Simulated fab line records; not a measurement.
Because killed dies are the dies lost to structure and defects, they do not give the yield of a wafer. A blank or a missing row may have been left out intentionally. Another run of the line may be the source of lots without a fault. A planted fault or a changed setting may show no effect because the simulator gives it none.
The tool behind it: which one? -- flow nand_harc -- route of 1159 steps, sampled at 1 step: 11 lots, 33 wafers

== WHAT EACH GAUGE READ, for each wafer ==
NHARC_P_START_INSPECT_01.
lot,measured,on,raw_defect_count
L075,day 1 18:03,defect_inspect-01,5 5 5
L077,day 2 06:02,defect_inspect-02,5 3 2
L079,day 2 18:02,defect_inspect-01,8 3 4
L081,day 3 06:02,defect_inspect-02,5 6 2
L083,day 3 18:02,defect_inspect-01,3 7 2
L085,day 4 06:02,defect_inspect-01,8 3 3
L087,day 4 18:02,defect_inspect-02,2 4 2
L089,day 5 06:02,defect_inspect-01,4 1 1
L091,day 5 18:02,defect_inspect-01,2 5 2
L093,day 6 06:02,defect_inspect-02,0 6 4
L097,day 7 06:02,defect_inspect-01,5 2 2

== WHAT TOOL EACH LOT RAN ON (gives the tool, then ch and the chambers of the sampled wafers, and finally the start) ==
No process step before these readings appears in the record.

== THE ANSWER, worked out from the rows above alone ==
Rule: what is usual is taken from the lots themselves. Put in order of their means at a reading, lots are off if they are a third of the lots or fewer, leave a main group of 4 or more, and stand apart from it by a gap of 3 or more times the standard deviation of the main group's means; of several such gaps the widest counts. The tables above print the reading to a certain number of digits; a main group whose means all agree to those digits is not used. Also off: a lot with no number at a reading for which 4 or more lots have one. All remaining lots with rows at the step are treated as sound.
Across all readings shown, no lot is off: no conclusion can be drawn from this.

== WHAT WAS PUT IN BY THE SIMULATOR ==
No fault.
